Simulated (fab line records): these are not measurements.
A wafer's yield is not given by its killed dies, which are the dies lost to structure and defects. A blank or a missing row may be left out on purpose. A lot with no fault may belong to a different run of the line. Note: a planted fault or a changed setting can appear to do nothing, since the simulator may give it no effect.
Chamber matching | flow n5-finfet | rie-diel-02 running N5_BEOL_M9_STRIP_36: 4 sister chambers
The step strips in N2/H2. 4 wafers are shown with their chamber, then 9 later ones without.

## WAFERS WITH THEIR CHAMBER
wafer  | chamber | showerhead-plenum-p-Torr (Torr)
L083.1 | 3       | 2.50
L086.2 | 0       | 2.50
L086.4 | 2       | 2.62
L086.6 | 1       | 2.44

## WAFERS WHOSE CHAMBER IS MISSING
wafer  | showerhead-plenum-p-Torr (Torr)
L091.3 | 2.62
L091.4 | 2.49
L091.6 | 2.61
L089.2 | 2.61
L089.3 | 2.43
L089.5 | 2.61
L095.1 | 2.43
L095.4 | 2.43
L095.5 | 2.49

## WHICH CHAMBER EACH WENT THROUGH
wafer  | from the rows above     | in truth
L091.3 | 2                       | 2
L091.4 | can't be placed: 0 or 3 | 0
L091.6 | 2                       | 2
L089.2 | 2                       | 2
L089.3 | 1                       | 1
L089.5 | 2                       | 2
L095.1 | 1                       | 1
L095.4 | 1                       | 1
L095.5 | can't be placed: 0 or 3 | 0
Correctly placed: 7 of 9. Cannot be placed on the basis of these rows: 2; the candidates contain the true chamber in 2. 0 placed wrongly.
How it was worked out, from the rows above alone: a wafer's distance from a chamber is the root of the sum, over the readings, of the square of ((its reading less the chamber's mean) divided by the reading's scatter). The wafer belongs to the nearest chamber; if the next one is less than 2 further off, it can't be placed. The mean given for a chamber averages the wafers shown for that chamber. The scatter: with one shown wafer a chamber, the root of the mean of the squares of how far each hidden wafer lies from its nearest shown one.
